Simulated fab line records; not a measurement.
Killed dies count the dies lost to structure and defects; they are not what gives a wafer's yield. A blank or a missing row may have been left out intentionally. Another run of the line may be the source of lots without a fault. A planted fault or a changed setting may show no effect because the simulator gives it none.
Which of the tools did it?    flow nand harc    Sampling: 13 lots, 37 wafers, 6 of 1302 route steps

## WHAT EACH GAUGE READ, for each wafer
NHARC_A_ONON_D1_THK_MEAS_05: measures by ellipsometry. Usual: thk nm 1000 nm, standard deviation 8.2.
lot   measured      on             thk nm (nm)     flag
L657  day 7 22:55   film metro-01  1005 1004 1005  
L658  day 8 03:49   film metro-02  1006 1007 1007  
L659  day 8 13:43   film metro-02  990 992 991     
L663  day 10 14:07  film metro-02  1353 999        OFF
L664  day 10 23:14  film metro-02  1365 1006       OFF
L666  day 11 15:22  film metro-02  1366 1008 1008  OFF
L671  day 13 22:17  film metro-02  986 985 985     
L670  day 13 22:17  film metro-01  1001 1003 1002  
L672  day 14 17:06  film metro-01  988 989 989     
L675  day 15 04:46  film metro-01  1006 1005 1004  
L676  day 16 05:26  film metro-01  994 991 992     
L678  day 16 14:01  film metro-01  999 999 999     
L679  day 16 23:07  film metro-01  1013 1013 1011  

NHARC_END_SORT_01. Usual: killed at array 55, standard deviation 17; killed at other 1.1, standard deviation 1.6; killed at periphery 3.8, standard deviation 2.5; killed dies 60, standard deviation 18; killed open 3.3, standard deviation 1.9; killed short 2.5, standard deviation 1.7.
lot   measured      on         killed at array  killed at other  killed at periphery  killed dies  killed open  killed short  flag
L663  day 27 09:49  prober-01  676 65           0 0              1 2                  677 67       6 3          1 1           OFF
L664  day 28 11:44  prober-01  675 77           0 0              2 3                  677 80       2 5          0 3           OFF
L666  day 28 11:47  prober-02  668 19 15        6 7 4            3 4 4                677 30 23    5 3 3        2 1 1         OFF

## WHICH TOOL RAN EACH LOT (tool, then ch and the chambers of the sampled wafers, then the start)
lot   NHARC_P_BONDPAD_ANNEAL_28         NHARC_P_BONDPAD_ACTIVATE_29         NHARC_A_ONON_D1_DEP_03            NHARC_A_ONON_D1_DEP_33
L657  rtp anneal-02 ch 0, day 6 20:46   rie diel-05 ch 0,1,3, day 6 21:43   pecvd onon-04 ch 0, day 7 22:24   pecvd-01 ch 0,1, day 8 11:23
L658  rtp anneal-02 ch 0, day 7 03:01   rie diel-05 ch 1,2,3, day 7 03:53   pecvd onon-02 ch 0, day 8 03:26   pecvd-03 ch 0,1, day 8 15:46
L659  rtp anneal-02 ch 0, day 7 12:45   rie diel-05 ch 0,1,2, day 7 13:42   pecvd onon-03 ch 0, day 8 13:13   pecvd-04 ch 0,1,2, day 9 01:48
L663  rtp anneal-02 ch 0, day 9 12:23   rie diel-05 ch 0,1, day 9 13:16     pecvd onon-02 ch 0, day 10 13:43  pecvd-01 ch 1,2, day 11 02:04
L664  rtp anneal-01 ch 0, day 9 21:26   rie diel-06 ch 0,3, day 9 22:21     pecvd onon-02 ch 0, day 10 22:43  pecvd-04 ch 0,1, day 11 12:11
L666  rtp anneal-02 ch 0, day 10 13:04  rie diel-06 ch 0,2,3, day 10 14:05  pecvd onon-02 ch 0, day 11 14:50  pecvd-01 ch 1,2, day 12 06:10
L671  rtp anneal-01 ch 0, day 12 21:35  rie diel-06 ch 0,1, day 12 22:32    pecvd onon-04 ch 0, day 13 21:46  pecvd-04 ch 1,2, day 14 10:12
L670  rtp anneal-02 ch 0, day 12 22:28  rie diel-06 ch 0,2,3, day 12 23:25  pecvd onon-02 ch 0, day 13 21:46  pecvd-03 ch 0,1,2, day 14 10:05
L672  rtp anneal-01 ch 0, day 13 17:34  rie diel-06 ch 1,2, day 13 18:26    pecvd onon-02 ch 0, day 14 16:43  pecvd-03 ch 0,1, day 15 06:06
L675  rtp anneal-02 ch 0, day 14 03:04  rie diel-05 ch 0,1, day 14 04:04    pecvd onon-03 ch 0, day 15 04:16  pecvd-03 ch 0,2, day 15 16:36
L676  rtp anneal-01 ch 0, day 15 04:48  rie diel-05 ch 1,2,3, day 15 05:41  pecvd onon-02 ch 0, day 16 04:59  pecvd-04 ch 0,1,2, day 16 17:23
L678  rtp anneal-01 ch 0, day 15 10:56  rie diel-06 ch 0,2,3, day 15 11:52  pecvd onon-03 ch 0, day 16 13:31  pecvd-01 ch 0,1,2, day 17 01:44
L679  rtp anneal-01 ch 0, day 15 22:46  rie diel-06 ch 0,2,3, day 15 23:43  pecvd onon-04 ch 0, day 16 22:37  pecvd-01 ch 0,1, day 17 11:01
- NHARC_P_BONDPAD_ANNEAL_28: time 90 s.
- NHARC_P_BONDPAD_ACTIVATE_29: chemistry N2, time 60 s.
- NHARC_A_ONON_D1_DEP_03: target thk 1000 nm.
- NHARC_A_ONON_D1_DEP_33: deposits SiO2, target thk 200 nm.

## AS READ BY THE TOOLS THEMSELVES (means over the sampled wafers that have a number; for cases with no such wafer, the mark the record gives instead)
NHARC_P_BONDPAD_ANNEAL_28. Usual: anneal temp c 225.02 C, standard deviation 0.2; wafer_temp_C_max 225.66, standard deviation 0.21.
lot   tool           anneal temp c (C)  wafer_temp_C_max  flag
L657  rtp anneal-02  225.01             225.71            
L658  rtp anneal-02  225.14             225.74            
L659  rtp anneal-02  224.90             225.88            
L663  rtp anneal-02  225.25             225.47            
L664  rtp anneal-01  225.14             225.93            
L666  rtp anneal-02  225.09             225.67            
L671  rtp anneal-01  225.07             225.67            
L670  rtp anneal-02  225.15             225.74            
L672  rtp anneal-01  224.71             225.50            
L675  rtp anneal-02  225.09             225.69            
L676  rtp anneal-01  224.93             225.49            
L678  rtp anneal-01  224.84             225.46            
L679  rtp anneal-01  225.15             225.73            

NHARC_P_BONDPAD_ACTIVATE_29. Usual: drypump motor current A 6.2 A, standard deviation 0.32; oes product au 1.003 a.u., standard deviation 0.01; rf vpp V 64.1 V, standard deviation 0.82; showerhead plenum p Torr 1.78 Torr, standard deviation 0.083.
lot   tool         drypump motor current A (A)  oes product au (a.u.)  rf vpp V (V)  showerhead plenum p Torr (Torr)  flag
L657  rie diel-05  5.8                          1.000                  64.1          1.75                             
L658  rie diel-05  6.0                          1.012                  63.8          1.74                             
L659  rie diel-05  5.8                          0.996                  64.5          1.79                             
L663  rie diel-05  5.7                          0.996                  63.8          1.77                             
L664  rie diel-06  6.2                          0.996                  65.1          1.77                             
L666  rie diel-06  6.4                          1.002                  64.0          1.75                             
L671  rie diel-06  6.3                          1.006                  64.4          1.86                             
L670  rie diel-06  6.4                          0.998                  64.3          1.75                             
L672  rie diel-06  6.5                          1.008                  63.5          1.76                             
L675  rie diel-05  5.6                          1.003                  63.5          1.81                             
L676  rie diel-05  6.0                          1.007                  64.1          1.73                             
L678  rie diel-06  6.3                          1.010                  64.6          1.75                             
L679  rie diel-06  6.4                          1.009                  63.9          1.75                             

NHARC_A_ONON_D1_DEP_33. Usual: heater power w 526 W, standard deviation 70; throttle valve pct 16.0 %, standard deviation 0.53.
lot   tool      heater power w (W)  throttle valve pct (%)  flag
L657  pecvd-01  595                 16.1                    
L658  pecvd-03  486                 16.3                    
L659  pecvd-04  538                 16.1                    
L663  pecvd-01  578                 16.4                    
L664  pecvd-04  439                 16.3                    
L666  pecvd-01  520                 16.7                    
L671  pecvd-04  524                 15.8                    
L670  pecvd-03  467                 16.0                    
L672  pecvd-03  488                 16.3                    
L675  pecvd-03  484                 15.7                    
L676  pecvd-04  503                 16.4                    
L678  pecvd-01  562                 15.6                    
L679  pecvd-01  643                 15.5                    

## THE ANSWER, worked out from the rows above alone
Rule: lot off if the mean of its wafers having a number is beyond 3 standard deviations from the usual mean. A lot without any number at a reading at which 4 lots or more have one is off too. Where the step has rows for the other lots, those lots are counted as sound. After the gauges, taken in route order, come the tools' own readings; for these a lot's mean is taken, as printed above. The first step at which some lot is off is used, and at that step the reading that is off furthest; a lot without a number counts as furthest.
Off, at NHARC_A_ONON_D1_THK_MEAS_05 on thk nm: L663, L664, L666.
A tool fits if, at a process step before that reading, it ran every lot that is off, and no sound lot after the first of them. The gauges at NHARC_A_ONON_D1_THK_MEAS_05 aren't tried: what is off there is off at NHARC_END_SORT_01 too, on other tools, and a gauge's error can't cause that. No candidate that was tried fits.

## WHAT THE SIMULATOR HAD PUT IN
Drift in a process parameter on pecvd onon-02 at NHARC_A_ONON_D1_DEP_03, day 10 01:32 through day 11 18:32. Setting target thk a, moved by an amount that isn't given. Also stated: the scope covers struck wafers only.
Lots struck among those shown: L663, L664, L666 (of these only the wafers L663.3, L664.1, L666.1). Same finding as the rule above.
